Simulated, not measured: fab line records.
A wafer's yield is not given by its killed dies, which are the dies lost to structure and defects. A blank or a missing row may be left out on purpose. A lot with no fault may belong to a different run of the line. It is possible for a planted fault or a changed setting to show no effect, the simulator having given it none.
The tool behind it: which one?    flow n5_finfet    10 lots with 30 wafers sampled at 5 steps, on a route of 1938 steps

## WHAT THE GAUGES SHOWED, per wafer
N5_PMOS_HMC_CHANNEL_EPI_CD_MEAS_09: the cd target is 237.4 nm. Usual: cd_nm at 237.3 nm, with a standard deviation of 1.1.
lot   measured     on         cd_nm (nm)         flag
L660  day 1 17:17  cd_sem-03  239.5 237.7 237.1  
L662  day 2 05:23  cd_sem-02  237.4 236.2 236.0  
L664  day 2 17:52  cd_sem-03  237.0 235.6 237.0  
L665  day 2 23:15  cd_sem-02  237.9 237.6 238.8  
L667  day 3 11:17  cd_sem-02  236.2 235.9 235.8  
L671  day 4 11:36  cd_sem-01  235.8 237.1 238.1  
L674  day 5 05:06  cd_sem-03  236.5 235.6 236.8  
L675  day 5 11:07  cd_sem-03  238.9 238.7 237.7  
L681  day 6 23:40  cd_sem-01  238.3 236.9 238.0  
L683  day 7 11:28  cd_sem-03  239.2 238.0 239.1  

N5_PMOS_HMC_CHANNEL_EPI_INSPECT_11: inspects for defects (macro). Usual: raw_defect_count at 2, with a standard deviation of 1.4.
lot   measured     on                 raw_defect_count  flag
L660  day 1 17:20  defect_inspect-02  3 3 2             
L662  day 2 05:26  defect_inspect-02  4 2 1             
L664  day 2 17:55  defect_inspect-01  0 1 2             
L665  day 2 23:18  defect_inspect-02  5 1 4             
L667  day 3 11:20  defect_inspect-02  1 1 2             
L671  day 4 11:39  defect_inspect-02  5 2 4             
L674  day 5 05:09  defect_inspect-01  3 4 3             
L675  day 5 11:11  defect_inspect-02  7 2 0             
L681  day 6 23:43  defect_inspect-02  2 3 0             
L683  day 7 11:31  defect_inspect-02  1 0 1             

N5_PMOS_HMC_CHANNEL_EPI_THK_MEAS_22. Usual: HMC_CMP_THK gives 53.8 nm (standard deviation 0.93).
lot   measured     on             HMC_CMP_THK (nm)  flag
L660  day 1 19:43  film_metro-01  54.8 53.1 54.3    
L662  day 2 08:12  film_metro-01  53.0 54.1 53.4    
L664  day 2 20:28  film_metro-02  55.2 53.9 54.1    
L665  day 3 01:58  film_metro-02  52.3 53.7 53.5    
L667  day 3 14:06  film_metro-01  54.1 52.2 54.5    
L671  day 4 14:34  film_metro-02  52.7 54.2 55.2    
L674  day 5 07:28  film_metro-02  54.7 55.3 52.3    
L675  day 5 13:55  film_metro-01  54.3 53.6 54.5    
L681  day 7 02:14  film_metro-02  54.7 54.8 53.9    
L683  day 7 13:48  film_metro-02  54.7 52.6 55.0    

N5_BEOL_M4_RC_MEAS_101. Usual: DIBL_N 36.4 mV/V, standard deviation 1.6; DIBL_P 36.2 mV/V, standard deviation 1.8; IOFF_N 0.159 nA/um, standard deviation 0.029; IOFF_P 0.21 nA/um, standard deviation 0.034; ION_N 670 uA/um, standard deviation 12; ION_P 459 uA/um, standard deviation 8.2; SS_N 71.5 mV/dec, standard deviation 0.59; SS_P 73.2 mV/dec, standard deviation 0.54; VT_N 250 mV, standard deviation 3.3; VT_P -250 mV, standard deviation 3.7.
lot   measured      on         DIBL_N (mV/V)   DIBL_P (mV/V)   IOFF_N (nA/um)     IOFF_P (nA/um)  ION_N (uA/um)  ION_P (uA/um)  SS_N (mV/dec)   SS_P (mV/dec)   VT_N (mV)    VT_P (mV)       flag
L660  day 8 20:48   prober-02  35.8 36.6 36.6  37.4 37.3 37.5  0.150 0.153 0.164  0.20 0.20 0.21  673 659 671    460 447 459    71.2 71.3 71.5  73.4 73.6 73.1  248 251 251  -251 -252 -254  
L662  day 9 12:06   prober-02  34.8 37.0 36.3  33.3 35.7 34.5  0.133 0.170 0.144  0.20 0.24 0.22  674 685 658    465 464 459    70.2 71.5 71.6  73.3 72.6 73.3  252 248 252  -249 -247 -247  
L664  day 9 19:52   prober-01  37.4 34.0 35.3  39.1 34.9 35.5  0.216 0.136 0.154  0.26 0.20 0.19  689 673 667    473 460 454    71.9 70.8 71.1  73.9 73.1 73.5  241 251 250  -246 -253 -253  
L665  day 10 01:51  prober-02  33.8 38.0 36.7  34.1 39.1 37.2  0.128 0.205 0.165  0.17 0.24 0.19  663 686 679    456 462 464    71.1 72.1 71.7  72.2 73.4 73.5  251 247 248  -250 -246 -254  
L667  day 11 03:57  prober-01  35.2 35.8 37.1  33.9 34.4 36.6  0.121 0.130 0.148  0.16 0.16 0.19  656 657 664    441 441 452    71.2 71.6 71.6  73.0 72.5 73.4  254 257 252  -259 -258 -256  
L671  day 11 20:03  prober-01  36.5 34.5 36.1  36.5 33.8 36.9  0.153 0.119 0.135  0.20 0.16 0.20  663 657 658    457 449 459    71.3 70.7 70.6  73.3 72.7 73.9  250 256 253  -253 -254 -252  
L674  day 11 18:23  prober-02  35.5 35.2 36.1  35.8 35.1 32.9  0.130 0.126 0.127  0.20 0.18 0.15  656 668 643    452 461 445    71.0 70.8 72.0  73.0 72.8 72.8  253 254 256  -251 -252 -255  
L675  day 12 21:51  prober-02  34.7 36.9 36.5  34.2 36.8 35.8  0.115 0.151 0.152  0.17 0.23 0.20  649 661 657    448 456 452    70.8 71.6 70.8  72.9 73.2 73.2  254 249 252  -255 -250 -253  
L681  day 13 23:15  prober-02  35.5 38.6 36.9  34.9 39.7 37.1  0.113 0.190 0.152  0.14 0.20 0.16  649 673 675    443 453 455    71.2 72.2 71.9  72.3 73.7 72.9  257 250 251  -262 -253 -258  
L683  day 14 23:20  prober-02  37.0 32.8 32.9  37.7 33.8 34.5  0.179 0.114 0.119  0.27 0.20 0.23  671 657 660    468 466 464    72.1 70.8 70.8  73.9 72.3 73.0  248 255 249  -245 -246 -247  

## EACH LOT AND THE TOOL THAT RAN IT (in order: tool; ch and the chambers of the sampled wafers; start)
lot   N5_PMOS_HMC_CHANNEL_EPI_ETCH_38
L660  rie_si-04 ch 0,3, day 1 17:48
L662  rie_si-05 ch 0,1,2, day 2 06:17
L664  rie_si-02 ch 0,1,2, day 2 18:36
L665  rie_si-04 ch 0,1,2, day 3 00:09
L667  rie_si-04 ch 1,2, day 3 11:48
L671  rie_si-05 ch 0,1,3, day 4 12:20
L674  rie_si-05 ch 0,2,3, day 5 05:38
L675  rie_si-04 ch 0,2,3, day 5 11:38
L681  rie_si-04 ch 2,3, day 7 00:25
L683  rie_si-02 ch 2,3, day 7 11:59
- N5_PMOS_HMC_CHANNEL_EPI_ETCH_38: etches SiO2 in CF4, target depth 1.5 nm.

## WHAT THE TOOLS THEMSELVES READ (means of the sampled wafers that have a number; where no wafer has one, the mark that the record gives instead)
N5_PMOS_HMC_CHANNEL_EPI_ETCH_38. Usual: drypump_motor_current_A 5.7 A, standard deviation 0.44; oes_product_au 0.993 a.u., standard deviation 0.018; throttle_valve_pct 21.82 %, standard deviation 0.24.
lot   tool       drypump_motor_current_A (A)  oes_product_au (a.u.)  throttle_valve_pct (%)  flag
L660  rie_si-04  5.3                          0.999                  21.63                   
L662  rie_si-05  6.1                          0.971                  21.62                   
L664  rie_si-02  5.5                          0.998                  22.15                   
L665  rie_si-04  5.8                          0.981                  21.69                   
L667  rie_si-04  5.9                          0.989                  21.79                   
L671  rie_si-05  6.1                          0.987                  21.60                   
L674  rie_si-05  5.9                          0.932                  21.61                   OFF
L675  rie_si-04  5.7                          1.003                  21.69                   
L681  rie_si-04  5.4                          0.993                  21.74                   
L683  rie_si-02  5.6                          1.008                  21.98                   

## THE ANSWER, worked out from the rows above alone
Rule: a lot is off if the mean of its wafers that have a number lies more than 3 standard deviations from the usual mean. Also off: a lot with no number at a reading for which 4 or more lots have one. Any other lot the step has rows for is counted as sound. After the gauges, taken in route order, come the tools' own readings; for these a lot's mean is taken, as printed above. The first step at which some lot is off is used, and at that step the reading that is off furthest; a lot without a number counts as furthest.
Off, at N5_PMOS_HMC_CHANNEL_EPI_ETCH_38 on oes_product_au: L674.
If a tool, at that step or one of the process steps before it, ran each lot that is off and ran no sound lot following the first of them, it fits. One candidate fits, namely rie_si-05 at N5_PMOS_HMC_CHANNEL_EPI_ETCH_38. Its last sound lot is L671 (day 4 12:20), its first lot that is off L674 (day 5 05:38): a fault that began between those two fits.
The tool's own readings at N5_PMOS_HMC_CHANNEL_EPI_ETCH_38 bear it out: on the lots that are off they differ by more than 5 times the standard deviation of the sound lots' means. oes_product_au reads 0.932 a.u. there against 0.992 a.u. on the sound lots.

## WHAT THE SIMULATOR PUT IN
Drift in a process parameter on rie_si-05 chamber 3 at N5_PMOS_HMC_CHANNEL_EPI_ETCH_38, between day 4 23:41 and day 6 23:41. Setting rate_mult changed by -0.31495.
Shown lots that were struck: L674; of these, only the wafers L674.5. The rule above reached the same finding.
